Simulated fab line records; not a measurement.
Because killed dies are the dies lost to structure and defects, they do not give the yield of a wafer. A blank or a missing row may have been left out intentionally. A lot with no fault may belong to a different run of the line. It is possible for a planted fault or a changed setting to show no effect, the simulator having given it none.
What tool caused it? ; flow n5_finfet ; at 1 step of a route of 1938, 12 lots with 36 wafers sampled

WHAT THE GAUGES READ, wafer by wafer
N5_BEOL_M8_RS_MEAS_57: measures by four-point-probe.
lot;measured;on;M8_RS (ohm/sq)
L075;day 9 17:48;film_metro-01;0.300 0.287 0.274
L077;day 10 04:17;film_metro-02;0.282 0.274 0.280
L079;day 10 11:38;film_metro-02;0.273 0.286 0.282
L081;day 11 03:39;film_metro-01;0.280 0.299 0.298
L084;day 11 22:05;film_metro-02;0.292 0.292 0.288
L086;day 12 06:35;film_metro-02;0.286 0.310 0.310
L087;day 13 05:22;film_metro-02;0.286 0.294 0.277
L088;day 13 16:34;film_metro-01;0.284 0.286 0.281
L089;day 13 19:13;film_metro-01;0.285 0.295 0.284
L092;day 14 08:20;film_metro-02;0.294 0.270 0.287
L095;day 15 03:09;film_metro-02;0.298 0.281 0.280
L097;day 16 00:26;film_metro-02;0.277 0.315 0.289

WHICH TOOL RAN EACH LOT (tool, then ch and the chambers of the sampled wafers, then the start)
Before these readings, the record contains no process step.

THE ANSWER, worked out from the rows above alone
Rule: what is usual is taken from the lots themselves. Put in order of their means at a reading, lots are off if they are a third of the lots or fewer, leave a main group of 4 or more, and stand apart from it by a gap of 3 or more times the standard deviation of the main group's means; of several such gaps the widest counts. If all means in a main group match to the digits the tables above print for the reading, that group is not used. A lot without any number at a reading at which 4 lots or more have one is off too. Where the step has rows for the other lots, those lots are counted as sound.
Nothing can be told from this: no lot is off at any reading shown.

WHAT HAD BEEN PUT IN BY THE SIMULATOR
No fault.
